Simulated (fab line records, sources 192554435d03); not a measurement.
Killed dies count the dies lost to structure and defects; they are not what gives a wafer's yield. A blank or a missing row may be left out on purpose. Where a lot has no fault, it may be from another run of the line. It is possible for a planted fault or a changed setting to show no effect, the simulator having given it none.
Matching of chambers :: flow n5 finfet :: rie diel-02 running N5_BEOL_M14_ETCH_59: 4 sister chambers
The step etches BARC in N2/H2, target depth 89 nm, overetch 26.7 nm, time 67.9 s. 18 wafers are shown with their chamber, then 9 later ones without.

== WAFERS PAIRED WITH THEIR CHAMBERS ==
wafer: L076.1
chamber: 3
throttle valve pct (%): 17.63
showerhead plenum p Torr (Torr): 2.56
drypump motor current A (A): 4.9

wafer: L076.3
chamber: 0
throttle valve pct (%): 18.14
showerhead plenum p Torr (Torr): 2.48
drypump motor current A (A): 6.4

wafer: L076.4
chamber: 2
throttle valve pct (%): 17.55
showerhead plenum p Torr (Torr): 2.48
drypump motor current A (A): 5.6

wafer: L077.2
chamber: 2
throttle valve pct (%): 17.58
showerhead plenum p Torr (Torr): 2.48
drypump motor current A (A): 5.5

wafer: L077.3
chamber: 3
throttle valve pct (%): 17.64
showerhead plenum p Torr (Torr): 2.56
drypump motor current A (A): 4.9

wafer: L077.6
chamber: 0
throttle valve pct (%): 18.16
showerhead plenum p Torr (Torr): 2.48
drypump motor current A (A): 6.4

wafer: L080.1
chamber: 0
throttle valve pct (%): 18.16
showerhead plenum p Torr (Torr): 2.48
drypump motor current A (A): 6.5

wafer: L080.2
chamber: 3
throttle valve pct (%): 17.65
showerhead plenum p Torr (Torr): 2.56
drypump motor current A (A): 4.9

wafer: L080.6
chamber: 2
throttle valve pct (%): 17.57
showerhead plenum p Torr (Torr): 2.48
drypump motor current A (A): 5.6

wafer: L082.1
chamber: 3
throttle valve pct (%): 17.64
showerhead plenum p Torr (Torr): 2.56
drypump motor current A (A): 4.9

wafer: L082.3
chamber: 2
throttle valve pct (%): 17.60
showerhead plenum p Torr (Torr): 2.48
drypump motor current A (A): 5.6

wafer: L082.4
chamber: 1
throttle valve pct (%): 17.50
showerhead plenum p Torr (Torr): 2.58
drypump motor current A (A): 5.7

wafer: L085.1
chamber: 3
throttle valve pct (%): 17.67
showerhead plenum p Torr (Torr): 2.56
drypump motor current A (A): 4.9

wafer: L085.3
chamber: 1
throttle valve pct (%): 17.50
showerhead plenum p Torr (Torr): 2.58
drypump motor current A (A): 5.7

wafer: L085.6
chamber: 3
throttle valve pct (%): 17.67
showerhead plenum p Torr (Torr): 2.56
drypump motor current A (A): 5.0

wafer: L087.1
chamber: 1
throttle valve pct (%): 17.50
showerhead plenum p Torr (Torr): 2.58
drypump motor current A (A): 5.7

wafer: L087.3
chamber: 0
throttle valve pct (%): 18.17
showerhead plenum p Torr (Torr): 2.47
drypump motor current A (A): 6.5

wafer: L087.6
chamber: 2
throttle valve pct (%): 17.60
showerhead plenum p Torr (Torr): 2.47
drypump motor current A (A): 5.6

SIGNATURES (averages over the wafers above)
reading: throttle valve pct
chamber 0: 18.1575
chamber 1: 17.5000
chamber 2: 17.5800
chamber 3: 17.6500
scatter within a chamber: 0.0162

reading: showerhead plenum p Torr
chamber 0: 2.4775
chamber 1: 2.5800
chamber 2: 2.4780
chamber 3: 2.5600
scatter within a chamber: 0.00333

reading: drypump motor current A
chamber 0: 6.450
chamber 1: 5.700
chamber 2: 5.580
chamber 3: 4.917
scatter within a chamber: 0.0434
Rule: for each reading, subtract the chamber's mean from the wafer's reading, divide by that reading's scatter and square the result; add these up over the readings and take the root, which gives the wafer's distance from the chamber. The wafer belongs to the nearest chamber; if the next one is less than 2 further off, it can't be placed. The scatter: take each reading less its chamber's mean, square it, sum over the shown wafers, divide by the number of wafers less the number of chambers, and take the root.

== WAFERS WITH NO CHAMBER GIVEN ==
wafer: L092.2
throttle valve pct (%): 17.66
showerhead plenum p Torr (Torr): 2.55
drypump motor current A (A): 4.9

wafer: L092.3
throttle valve pct (%): 17.52
showerhead plenum p Torr (Torr): 2.58
drypump motor current A (A): 5.7

wafer: L092.4
throttle valve pct (%): 18.19
showerhead plenum p Torr (Torr): 2.47
drypump motor current A (A): 6.5

wafer: L096.2
throttle valve pct (%): 17.69
showerhead plenum p Torr (Torr): 2.55
drypump motor current A (A): 4.9

wafer: L096.3
throttle valve pct (%): 17.52
showerhead plenum p Torr (Torr): 2.57
drypump motor current A (A): 5.7

wafer: L096.6
throttle valve pct (%): 17.52
showerhead plenum p Torr (Torr): 2.57
drypump motor current A (A): 5.7

wafer: L097.1
throttle valve pct (%): 18.22
showerhead plenum p Torr (Torr): 2.46
drypump motor current A (A): 6.5

wafer: L097.3
throttle valve pct (%): 17.71
showerhead plenum p Torr (Torr): 2.55
drypump motor current A (A): 4.9

wafer: L097.4
throttle valve pct (%): 17.64
showerhead plenum p Torr (Torr): 2.47
drypump motor current A (A): 5.6

== WHICH CHAMBER EACH WENT THROUGH ==
wafer: L092.2
from the rows above: 3
in truth: 3

wafer: L092.3
from the rows above: 1
in truth: 1

wafer: L092.4
from the rows above: 0
in truth: 0

wafer: L096.2
from the rows above: 3
in truth: 3

wafer: L096.3
from the rows above: 1
in truth: 1

wafer: L096.6
from the rows above: 1
in truth: 1

wafer: L097.1
from the rows above: 0
in truth: 0

wafer: L097.3
from the rows above: 3
in truth: 3

wafer: L097.4
from the rows above: 2
in truth: 2
Correctly placed: 9 of 9. From these rows, 0 cannot be placed. Number placed wrongly: 0.
